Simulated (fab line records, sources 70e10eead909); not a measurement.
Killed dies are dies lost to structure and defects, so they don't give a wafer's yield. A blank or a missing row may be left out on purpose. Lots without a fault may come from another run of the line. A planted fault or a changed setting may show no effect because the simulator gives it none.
Tool commonality check | flow nand_harc | 6 lots, 16 wafers sampled

WHY IT WAS OPENED
At NHARC_END_SORT_01 the reading killed_at_array is flagged on 2 of 6 lots. Wafers without a fault read 64, standard deviation 16.
Rule: a lot is flagged when every wafer of it that has a number lies more than 4 standard deviations from that mean, or none has a number. The other lots count as sound.

lot  | measured     | on        | killed_at_array, wafer by wafer | flag
L481 | day 28 16:06 | prober-02 | 59 54 64                        |
L482 | day 29 02:22 | prober-01 | 47 53 49                        |
L485 | day 30 12:36 | prober-02 | 47 40 48                        |
L488 | day 30 15:19 | prober-01 | 96                              |
L490 | day 32 18:23 | prober-01 | 676 676 673                     | FLAGGED
L492 | day 33 06:43 | prober-01 | 672 669 672                     | FLAGGED
The numbers of the flagged lots are 673 on average: +609 against the usual, or +38 standard deviations.

WHICH TOOL RAN EACH LOT
The record holds 3 process steps before the reading, out of a route of 1302 steps. In each cell: the tool, then ch and the chambers that the sampled wafers went through, then the start.
lot  | flag    | NHARC_A_WL_FILL_CVD_03        | NHARC_A_WL_FILL_ETCHBACK_16        | NHARC_A_WL_FILL_ETCHBACK_17
L481 |         | cvd_w-02 ch 0, day 24 18:25   | rie_diel-09 ch 0,2,3, day 25 06:07 | rie_metal-02 ch 0,1, day 25 06:18
L482 |         | cvd_w-01 ch 0, day 25 00:58   | rie_diel-09 ch 0,3, day 25 13:11   | rie_metal-01 ch 0,1, day 25 13:22
L485 |         | cvd_w-02 ch 0,1, day 26 04:26 | rie_diel-13 ch 0,1,2, day 26 17:38 | rie_metal-03 ch 0,1, day 26 17:50
L488 |         | cvd_w-02 ch 0,1, day 26 19:38 | rie_diel-13 ch 0,2,3, day 27 05:55 | rie_metal-02 ch 0,1, day 27 06:06
L490 | FLAGGED | cvd_w-01 ch 0,1, day 28 05:26 | rie_diel-09 ch 1,2,3, day 28 18:37 | rie_metal-02 ch 0,1, day 28 18:48
L492 | FLAGGED | cvd_w-01 ch 0,1, day 29 02:10 | rie_diel-09 ch 0,2,3, day 29 13:10 | rie_metal-03 ch 0,1, day 29 13:22
What these steps do:
- NHARC_A_WL_FILL_CVD_03: deposits W, target thk 40 nm, time 279 s.
- NHARC_A_WL_FILL_ETCHBACK_16: etches the open film in C4F8/O2/Ar, target depth 120 nm, time 24 s.
- NHARC_A_WL_FILL_ETCHBACK_17: etches the open film in Cl2/BCl3, target depth 4 nm, time 26.7 s.
- NHARC_END_SORT_01

FLAGGED OVER TOTAL, TOOL BY TOOL (the gauges that took the reading come last)
step                        | tool         | lots run | flagged | share of the flagged lots | sound lots run after its first flagged lot
NHARC_A_WL_FILL_CVD_03      | cvd_w-01     | 3        | 2       | all                       | 0
NHARC_A_WL_FILL_CVD_03      | cvd_w-02     | 3        | 0       | none                      | -
NHARC_A_WL_FILL_ETCHBACK_16 | rie_diel-09  | 4        | 2       | all                       | 0
NHARC_A_WL_FILL_ETCHBACK_16 | rie_diel-13  | 2        | 0       | none                      | -
NHARC_A_WL_FILL_ETCHBACK_17 | rie_metal-01 | 1        | 0       | none                      | -
NHARC_A_WL_FILL_ETCHBACK_17 | rie_metal-02 | 3        | 1       | some                      | 0
NHARC_A_WL_FILL_ETCHBACK_17 | rie_metal-03 | 2        | 1       | some                      | 0
NHARC_END_SORT_01           | prober-01    | 4        | 2       | all                       | 0
NHARC_END_SORT_01           | prober-02    | 2        | 0       | none                      | -

WHAT THE TABLE ALLOWS
3 rows of the table ran every flagged lot: cvd_w-01 at NHARC_A_WL_FILL_CVD_03, rie_diel-09 at NHARC_A_WL_FILL_ETCHBACK_16, prober-01 at NHARC_END_SORT_01.
- cvd_w-01 at NHARC_A_WL_FILL_CVD_03: 2 of its 3 lots flagged. Its last sound lot is L482 (day 25 00:58), its first flagged lot L490 (day 28 05:26): a fault that began between those two fits.
- rie_diel-09 at NHARC_A_WL_FILL_ETCHBACK_16: 2 of its 4 lots flagged. Its last sound lot is L482 (day 25 13:11), its first flagged lot L490 (day 28 18:37): a fault that began between those two fits. Its own readings lie more than 4 standard deviations out on every wafer of the flagged lots: run_length_s.
- prober-01 at NHARC_END_SORT_01: 2 of its 4 lots flagged. Its last sound lot is L488 (day 30 15:19), its first flagged lot L490 (day 32 18:23): a fault that began between those two fits.
Counting lots can't tell these 3 tools apart, because each fits a fault that began at some hour. More lots, or a look at what each step does to the wafer, might.

WHAT THE SIMULATOR HAD PUT IN
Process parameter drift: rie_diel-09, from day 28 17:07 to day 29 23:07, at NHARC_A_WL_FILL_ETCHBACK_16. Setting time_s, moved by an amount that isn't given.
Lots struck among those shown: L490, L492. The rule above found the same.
